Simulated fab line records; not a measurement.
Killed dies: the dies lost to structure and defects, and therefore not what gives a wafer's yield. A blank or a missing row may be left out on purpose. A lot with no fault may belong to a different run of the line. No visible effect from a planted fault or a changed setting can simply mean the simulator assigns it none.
Which of the tools did it? / flow nand_harc / 15 lots (45 wafers sampled), 1 step of a 1159-step route

## WHAT THE GAUGES SHOWED, per wafer
NHARC_A_BLC_INSPECT_12. Usual: raw_defect_count at 26, with a standard deviation of 10.
lot=L869; measured=day 17 15:41; on=defect_inspect-02; raw_defect_count=30 38 29; flag=
lot=L868; measured=day 17 16:35; on=defect_inspect-01; raw_defect_count=27 22 14; flag=
lot=L870; measured=day 17 17:10; on=defect_inspect-02; raw_defect_count=8 11 14; flag=
lot=L872; measured=day 18 02:59; on=defect_inspect-01; raw_defect_count=38 22 19; flag=
lot=L871; measured=day 18 06:13; on=defect_inspect-02; raw_defect_count=19 21 21; flag=
lot=L874; measured=day 18 17:03; on=defect_inspect-02; raw_defect_count=33 37 26; flag=
lot=L876; measured=day 18 18:15; on=defect_inspect-01; raw_defect_count=26 22 21; flag=
lot=L882; measured=day 20 03:46; on=defect_inspect-02; raw_defect_count=31 48 33; flag=
lot=L884; measured=day 21 06:29; on=defect_inspect-02; raw_defect_count=34 40 39; flag=
lot=L885; measured=day 21 17:04; on=defect_inspect-01; raw_defect_count=28 33 31; flag=
lot=L887; measured=day 21 18:33; on=defect_inspect-01; raw_defect_count=27 35 26; flag=
lot=L886; measured=day 22 04:46; on=defect_inspect-02; raw_defect_count=39 37 30; flag=
lot=L889; measured=day 22 10:40; on=defect_inspect-02; raw_defect_count=26 16 23; flag=
lot=L891; measured=day 22 23:26; on=defect_inspect-02; raw_defect_count=17 25 20; flag=
lot=L890; measured=day 23 00:04; on=defect_inspect-01; raw_defect_count=16 12 13; flag=

## WHAT TOOL EACH LOT RAN ON (gives the tool, then ch and the chambers of the sampled wafers, and finally the start)
No process step before these readings appears in the record.

## AS READ BY THE TOOLS THEMSELVES (means over the sampled wafers that have a number; for cases with no such wafer, the mark the record gives instead)
The record holds no such reading with a usual standard deviation.

## THE ANSWER, worked out from the rows above alone
Rule: lot off if the mean of its wafers having a number is beyond 3 standard deviations from the usual mean. A lot without any number at a reading at which 4 lots or more have one is off too. Any other lot the step has rows for is counted as sound. First the gauges in route order, then the tools' own readings, where a lot's mean is used as printed above. The first step at which some lot is off is used, and at that step the reading that is off furthest; a lot without a number counts as furthest.
Across all readings shown, no lot is off: no conclusion can be drawn from this.

## WHAT HAD BEEN PUT IN BY THE SIMULATOR
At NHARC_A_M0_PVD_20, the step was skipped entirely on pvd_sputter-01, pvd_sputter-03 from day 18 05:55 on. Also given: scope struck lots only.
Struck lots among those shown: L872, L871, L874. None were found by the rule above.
